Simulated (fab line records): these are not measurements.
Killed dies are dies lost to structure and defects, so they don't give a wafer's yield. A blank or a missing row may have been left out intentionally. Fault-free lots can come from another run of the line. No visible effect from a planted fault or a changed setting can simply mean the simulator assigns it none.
Split-lot experiment ; flow n5_finfet ; route with 1938 steps; 7 lots, 39 wafers read

## ABOUT THE SPLIT
At N5_BEOL_M2_ETCHBACK_99 (etches SiO2 in CHF3, target depth 5 nm, time 10.4 s), the setting time_s was moved away from the recipe's 10.4 s on 15 of the 39 wafers read, by -57.4% to +35.6%. The other wafers ran this setting at the recipe's value.

The reading is taken at the split's own step.

## THE READING
CAR-EUV_of_BEOL_M2_COAT_22.thk_nm (the simulator's own value, which no gauge read), in nm, at N5_BEOL_M2_ETCHBACK_99 (etches SiO2 in CHF3, target depth 5 nm, time 10.4 s). There is no usual value for it anywhere in the file. Across the 24 wafers here that went through the recipe, the average is 10.4 nm and the standard deviation 0.11 nm.

wafer;tool, chamber at the split;time_s as run, s;against the recipe;CAR-EUV_of_BEOL_M2_COAT_22.thk_nm, nm;against lot-mates on the recipe
L076.1;rie_diel-04, 3,0,1;10.4;recipe;10.4;-
L076.5;rie_diel-04, 3,0,1;10.4;recipe;10.4;-
L076.6;rie_diel-04, 3,0,1;10.4;recipe;10.4;-
L076.2;rie_diel-04, 1,2,0;14.1;+35.6%;10.2;-0.2
L076.3;rie_diel-04, 1,2,0;14.1;+35.6%;10.2;-0.2
L076.4;rie_diel-04, 1,2,0;14.1;+35.6%;10.2;-0.2
L077.1;rie_diel-06, 2;4.427;-57.4%;10.6;+0.4
L077.2;rie_diel-06, 3,1;4.427;-57.4%;10.8;+0.6
L077.4;rie_diel-06, 3,1;4.427;-57.4%;10.8;+0.6
L077.3;rie_diel-06, 0,1,2;10.4;recipe;10.2;-
L077.5;rie_diel-06, 0,1,2;10.4;recipe;10.2;-
L077.6;rie_diel-06, 0,1,2;10.4;recipe;10.2;-
L078.1;rie_diel-04, 3,1;10.4;recipe;10.4;-
L078.2;rie_diel-04, 3,1;10.4;recipe;10.4;-
L078.3;rie_diel-04, 1;14.01;+34.7%;10;-0.5
L078.4;rie_diel-04, 3;14.01;+34.7%;10.2;-0.3
L078.6;rie_diel-04, 3;14.01;+34.7%;10.2;-0.3
L078.5;rie_diel-04, 1;10.4;recipe;10.6;-
L080.3;rie_diel-06, 1,1,0;10.4;recipe;10.4;-
L080.5;rie_diel-06, 1,1,0;10.4;recipe;10.4;-
L080.6;rie_diel-06, 1,1,0;10.4;recipe;10.4;-
L083.1;rie_diel-05, 2;10.4;recipe;10.2;-
L083.2;rie_diel-05, 3;10.4;recipe;10.6;-
L083.3;rie_diel-05, 0,1,3,0;10.4;recipe;10.4;-
L083.4;rie_diel-05, 0,1,3,0;10.4;recipe;10.4;-
L083.5;rie_diel-05, 0,1,3,0;10.4;recipe;10.4;-
L083.6;rie_diel-05, 0,1,3,0;10.4;recipe;10.4;-
L093.1;rie_diel-04, 1,0,0;5.103;-50.9%;10.8;+0.4
L093.3;rie_diel-04, 1,0,0;5.103;-50.9%;10.8;+0.4
L093.5;rie_diel-04, 1,0,0;5.103;-50.9%;10.8;+0.4
L093.2;rie_diel-04, 3;10.4;recipe;10.2;-
L093.4;rie_diel-04, 2;10.4;recipe;10.6;-
L093.6;rie_diel-04, 3;10.4;recipe;10.4;-
L095.1;rie_diel-04, 0,2;7.298;-29.8%;10.6;+0.2
L095.4;rie_diel-04, 0,2;7.298;-29.8%;10.6;+0.2
L095.2;rie_diel-04, 2,1,0;10.4;recipe;10.4;-
L095.5;rie_diel-04, 2,1,0;10.4;recipe;10.4;-
L095.6;rie_diel-04, 2,1,0;10.4;recipe;10.4;-
L095.3;rie_diel-04, 1;7.298;-29.8%;10.8;+0.4
When a row names more than one chamber, that row covers several wafers, and the file does not tell which wafer ran in which chamber.

THE FIT
A straight line over all 39 wafers: CAR-EUV_of_BEOL_M2_COAT_22.thk_nm changes by -0.00694 nm for each +1% of time_s; r = -0.86; the points scatter about the line by 0.11 nm.
The same after taking each lot's own level away (the mean of its wafers on the recipe; 39 wafers): -0.00833 nm for each +1%; r = -0.93; scatter 0.092 nm.
That fit puts the effect of the largest move of time_s on the reading at 0.48 nm.
Across the lots, their own levels run from 10.20 to 10.47 nm, a range of 2.3 times the standard deviation given above.
So the lot-to-lot level changes the slope: the two fits differ.
Check: +0.499 nm against its lot-mates is what the line predicts for one of the wafers moved furthest among these (-57.4%) when that wafer is left out of the fit. Against them it came out at +0.4 nm.

## OTHER SPLITS APPLIED TO THESE WAFERS
Before the reading, these wafers also passed through other splits. Each is held against what the fit with the lots' levels taken away leaves over:
other split on the same wafers;wafers away from the commonest value;r with CAR-EUV_of_BEOL_M2_COAT_22.thk_nm (lot level and that fit taken away)
N5_GATE_CUT_HM_DEP_46 target_thk_a;12;-0.26
N5_MOL_CONTACT_COAG_ETCHBACK_135 time_s;15;-0.11

## THE FILE'S OWN FIT
CAR-EUV_of_BEOL_M2_COAT_22.thk_nm changes by -0.00839 nm for each +1% of time_s, r = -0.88.
